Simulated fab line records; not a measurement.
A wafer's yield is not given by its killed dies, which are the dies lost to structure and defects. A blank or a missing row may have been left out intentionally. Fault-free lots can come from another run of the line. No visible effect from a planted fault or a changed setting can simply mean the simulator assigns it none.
Matching of chambers :: flow n5 finfet :: cvd co-01 running N5_BEOL_M4_CO_CAP_55: 3 sister chambers
The step material Co, precursor CCTBA/H2, target thk 2 nm, time 102.1 s. 22 wafers are shown with their chamber, then 11 later ones without.

EACH WAFER AND ITS CHAMBER
wafer: L075.1
chamber: 2
heater power w (W): 248

wafer: L075.4
chamber: 1
heater power w (W): 243

wafer: L075.5
chamber: 2
heater power w (W): 253

wafer: L077.2
chamber: 1
heater power w (W): 240

wafer: L077.3
chamber: 2
heater power w (W): 252

wafer: L077.6
chamber: 2
heater power w (W): 259

wafer: L081.2
chamber: 1
heater power w (W): 246

wafer: L081.3
chamber: 2
heater power w (W): 254

wafer: L081.6
chamber: 1
heater power w (W): 241

wafer: L080.3
chamber: 0
heater power w (W): 225

wafer: L080.4
chamber: 1
heater power w (W): 238

wafer: L080.5
chamber: 2
heater power w (W): 261

wafer: L083.2
chamber: 1
heater power w (W): 237

wafer: L083.3
chamber: 2
heater power w (W): 251

wafer: L083.5
chamber: 2
heater power w (W): 261

wafer: L084.2
chamber: 1
heater power w (W): 247

wafer: L084.3
chamber: 2
heater power w (W): 252

wafer: L084.5
chamber: 2
heater power w (W): 253

wafer: L085.1
chamber: 1
heater power w (W): 242

wafer: L085.4
chamber: 2
heater power w (W): 247

wafer: L085.5
chamber: 0
heater power w (W): 218

wafer: L087.1
chamber: 0
heater power w (W): 223

SIGNATURES (means of the wafers above)
reading: heater power w
chamber 0: 222.00
chamber 1: 241.75
chamber 2: 253.73
scatter within a chamber: 4.23
Rule: a wafer's distance from a chamber is the root of the sum, over the readings, of the square of ((its reading less the chamber's mean) divided by the reading's scatter). The wafer belongs to the nearest chamber; if the next one is less than 2 further off, it can't be placed. The scatter: the root of (the sum of the squares of (reading less its chamber's mean) over the shown wafers, divided by (wafers less chambers)).

WAFERS WITH NO CHAMBER GIVEN
wafer: L087.5
heater power w (W): 258

wafer: L087.6
heater power w (W): 231

wafer: L090.4
heater power w (W): 255

wafer: L090.5
heater power w (W): 241

wafer: L090.6
heater power w (W): 225

wafer: L092.1
heater power w (W): 229

wafer: L092.2
heater power w (W): 254

wafer: L092.3
heater power w (W): 243

wafer: L096.2
heater power w (W): 256

wafer: L096.4
heater power w (W): 240

wafer: L096.5
heater power w (W): 224

THE CHAMBER EACH PASSED THROUGH
wafer: L087.5
from the rows above: 2
in truth: 2

wafer: L087.6
from the rows above: can't be placed: 0 or 1
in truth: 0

wafer: L090.4
from the rows above: 2
in truth: 2

wafer: L090.5
from the rows above: 1
in truth: 1

wafer: L090.6
from the rows above: 0
in truth: 0

wafer: L092.1
from the rows above: can't be placed: 0 or 1
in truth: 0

wafer: L092.2
from the rows above: 2
in truth: 2

wafer: L092.3
from the rows above: 1
in truth: 1

wafer: L096.2
from the rows above: 2
in truth: 2

wafer: L096.4
from the rows above: 1
in truth: 1

wafer: L096.5
from the rows above: 0
in truth: 0
Correctly placed: 9 of 11. Can't be placed from these rows: 2 (the true chamber is among the candidates in 2). Wrongly placed: 0.
